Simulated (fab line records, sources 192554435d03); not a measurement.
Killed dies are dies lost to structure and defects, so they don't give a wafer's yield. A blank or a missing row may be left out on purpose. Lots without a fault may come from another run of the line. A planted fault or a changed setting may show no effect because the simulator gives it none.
Split-lot experiment | flow n5_finfet | 7 lots, 39 wafers read, on a route of 1938 steps

THE SPLIT
At N5_WELL_APT_IMPLANT_31, the setting energy_kev was moved away from the recipe's 60 on 12 of the 39 wafers read, by -5.2% to +10.5%. The other wafers ran this setting at the recipe's value.

The reading is taken at the split's own step.

THE READING
implant.drp_nm (the simulator's own value, which no gauge read), in nm, at N5_WELL_APT_IMPLANT_31. The file gives no usual value for it.

wafer  | tool, chamber at the split | energy_kev as run | against the recipe | implant.drp_nm, nm | against lot-mates on the recipe
L079.1 | implanter-01, 0            | 60                | recipe             | 64.53              | -
L079.3 | implanter-01, 0            | 60                | recipe             | 64.53              | -
L079.6 | implanter-01, 0            | 60                | recipe             | 64.53              | -
L079.2 | implanter-01, 0            | 63.21             | +5.4%              | 66.31              | +1.78
L079.4 | implanter-01, 0            | 63.21             | +5.4%              | 66.31              | +1.78
L079.5 | implanter-01, 0            | 63.21             | +5.4%              | 66.31              | +1.78
L081.1 | implanter-02, 0            | 60                | recipe             | 64.53              | -
L081.4 | implanter-02, 0            | 60                | recipe             | 64.53              | -
L081.6 | implanter-02, 0            | 60                | recipe             | 64.53              | -
L081.2 | implanter-02, 0            | 56.9              | -5.2%              | 62.73              | -1.80
L081.3 | implanter-02, 0            | 56.9              | -5.2%              | 62.73              | -1.80
L081.5 | implanter-02, 0            | 56.9              | -5.2%              | 62.73              | -1.80
L083.3 | implanter-01, 0            | 60                | recipe             | 64.53              | -
L083.4 | implanter-01, 0            | 60                | recipe             | 64.53              | -
L083.6 | implanter-01, 0            | 60                | recipe             | 64.53              | -
L088.1 | implanter-02, 0            | 60                | recipe             | 64.53              | -
L088.2 | implanter-02, 0            | 60                | recipe             | 64.53              | -
L088.3 | implanter-02, 0            | 60                | recipe             | 64.53              | -
L088.4 | implanter-02, 0            | 60                | recipe             | 64.53              | -
L088.5 | implanter-02, 0            | 60                | recipe             | 64.53              | -
L088.6 | implanter-02, 0            | 60                | recipe             | 64.53              | -
L091.1 | implanter-02, 0            | 66.33             | +10.5%             | 67.97              | +3.44
L091.5 | implanter-02, 0            | 66.33             | +10.5%             | 67.97              | +3.44
L091.6 | implanter-02, 0            | 66.33             | +10.5%             | 67.97              | +3.44
L091.2 | implanter-02, 0            | 60                | recipe             | 64.53              | -
L091.3 | implanter-02, 0            | 60                | recipe             | 64.53              | -
L091.4 | implanter-02, 0            | 60                | recipe             | 64.53              | -
L093.1 | implanter-02, 0            | 56.9              | -5.2%              | 62.73              | -1.80
L093.2 | implanter-02, 0            | 56.9              | -5.2%              | 62.73              | -1.80
L093.6 | implanter-02, 0            | 56.9              | -5.2%              | 62.73              | -1.80
L093.3 | implanter-02, 0            | 60                | recipe             | 64.53              | -
L093.4 | implanter-02, 0            | 60                | recipe             | 64.53              | -
L093.5 | implanter-02, 0            | 60                | recipe             | 64.53              | -
L097.1 | implanter-01, 0            | 60                | recipe             | 64.53              | -
L097.2 | implanter-01, 0            | 60                | recipe             | 64.53              | -
L097.3 | implanter-01, 0            | 60                | recipe             | 64.53              | -
L097.4 | implanter-01, 0            | 60                | recipe             | 64.53              | -
L097.5 | implanter-01, 0            | 60                | recipe             | 64.53              | -
L097.6 | implanter-01, 0            | 60                | recipe             | 64.53              | -

THE FIT
A straight line over all 39 wafers: implant.drp_nm changes by +0.334 nm for each +1% of energy_kev; r = +1.00; the points scatter about the line by 0.033 nm.
The same after taking each lot's own level away (the mean of its wafers on the recipe; 39 wafers): +0.334 nm for each +1%; r = +1.00; scatter 0.033 nm.
On that fit, the largest move of energy_kev shifts the reading by 3.5 nm.
The lots' own levels span 64.530 to 64.530 nm.
So the lot-to-lot level changes the slope little: the two slopes agree.
Check: with one of the wafers moved furthest among these (+10.5%) left out of the fit, the line predicts +3.52 nm for it against its lot-mates. It came out at +3.44 nm against them.

THE WHOLE CHAIN: every reading that the file lists as answering this split, in the file's order
step                   | what it does | reading                                                         | change (the file's fit)               | r (the file's)
N5_WELL_APT_IMPLANT_31 |              | implant.rp_nm (the simulator's own value, which no gauge read)  | +2.45 nm for each +1% of the setting  | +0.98
N5_WELL_APT_IMPLANT_31 |              | implant.drp_nm (the simulator's own value, which no gauge read) | +0.333 nm for each +1% of the setting | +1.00

THE FILE'S OWN FIT
implant.drp_nm changes by +0.333 nm for each +1% of energy_kev, r = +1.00.
